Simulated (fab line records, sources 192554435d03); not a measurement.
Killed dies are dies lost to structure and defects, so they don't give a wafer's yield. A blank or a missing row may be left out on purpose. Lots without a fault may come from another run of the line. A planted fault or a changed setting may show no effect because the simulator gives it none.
A struck lot beside a sound one | flow n5_finfet | 20 steps out of a route of 1938
Sound: wafers L939.4, L939.5, L939.6. Struck: wafers L949.1, L949.2, L949.5. The cause comes at the end.
At each step with rows: each side's tool, then ch and its chambers, then its first start. Under that, the readings that differ: sound wafers | struck wafers | difference of the means | sigmas: that difference in standard deviations of wafers without a fault.
alike: readings whose means differ by less than 2 such deviations, and words and numbers that are the same on both sides. not compared: withheld readings, readings that some wafer has no value for, bounds like >300 that may hide the same value, and numbers for which the record gives no deviation and whose values overlap.
The two part at a step that has a row with sigmas, a row that says differs or no value, or rows on one side only. Numbers that don't overlap but have no deviation are shown without sigmas and don't part them. A reading that every wafer of one side lacks parts them only if that side has two wafers or more.

first, 9 steps without rows for these wafers: N5_BEOL_M6_DESCUM_16 (chemistry O2, time 7.9 s); N5_BEOL_M6_ETCH_61 (etches SiARC in CF4, target depth 45.5 nm, time 75.8 s); N5_BEOL_M6_ETCH_62 (etches SOC in N2/H2, target depth 110 nm, overetch 22 nm, time 165 s); N5_BEOL_M6_STRIP_68 (strips in N2/H2); N5_BEOL_M6_STRIP_67 (strips in CF4); N5_BEOL_M6_HM_OPEN_17 (chemistry Cl2/BCl3, target TiN, target depth 20 nm, overetch 6 nm); N5_BEOL_M6_STRIP_19 (strips in O2); N5_BEOL_M6_COAT_63 (time 60 s, resist thk 60 nm); N5_BEOL_M6_COAT_64 (time 60 s, resist thk 12 nm).
N5_BEOL_M6_COAT_71: time 60 s, resist thk 5 nm.
  sound on litho_track-02 ch 0, day 10 15:53; struck on litho_track-02 ch 0, day 12 23:35
  reading                                         | sound                | struck               | difference | sigmas
  spin_speed_rpm (rpm)                            | 1500.8 1500.5 1501.8 | 1755.8 1755.1 1756.4 | +254.7     | +99 or more
  model.underlayer_of_BEOL_M6_COAT_71.thk_nm (nm) | 5 5 5                | 4.6 4.6 4.6          | -0.4       |
then, 7 steps without rows for these wafers: N5_BEOL_M6_COAT_22 (resist thk 30 nm); N5_BEOL_M6_EBR_24; N5_BEOL_M6_SOFTBAKE_23 (time 60 s); N5_BEOL_M6_EXPOSE_25 (exposes mask V5, target cd 40 nm); N5_BEOL_M6_PEB_26 (peb time 60 s); N5_BEOL_M6_DEVELOP_27 (develop time 30 s); N5_BEOL_M6_DESCUM_33 (chemistry O2, time 7 s).
N5_BEOL_M6_ETCH_72: etches underlayer in N2/H2, target depth 6.5 nm, time 5.2 s.
  sound on rie_diel-06 ch 0,2,3, day 10 16:26; struck on rie_diel-02 ch 0,2,3, day 13 00:46
  reading                  | sound             | struck            | difference | sigmas
  etch_rf_on_time_s (s)    | 5.09 5.15 5.18    | 4.79 4.74 4.69    | -0.40      | -5
  model.etch.depth_nm (nm) | 4.988 4.986 4.993 | 4.602 4.608 4.609 | -0.383     |
  alike: chamber_pressure_mTorr, drypump_motor_current_A, h2_flow_sccm, oes_product_au, rf_vpp_V, showerhead_plenum_p_Torr, throttle_valve_pct
  not compared: rf_hours_counter_h
then, 1 step without rows for these wafers: N5_BEOL_M6_ETCH_65 (etches SiARC in CF4, target depth 15.6 nm, time 26 s).
-- the record jumps here: 6 days lie between the struck wafers' starts before and after (it left off in module BEOL_M6 and takes up again in module PASSIVATION, whose first step shown is number 1936 of the route) --
N5_PASSIVATION_PROBE_49:
  the record has rows for the struck wafers here (prober-01, day 18 17:55) and none for the sound ones

WHERE THEY PART
First at N5_BEOL_M6_COAT_71; last, within this record, at N5_PASSIVATION_PROBE_49.

WHY: what the simulator had put in
Process parameter drift: litho_track-02, from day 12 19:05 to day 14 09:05, at N5_BEOL_M6_COAT_71. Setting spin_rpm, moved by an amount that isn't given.
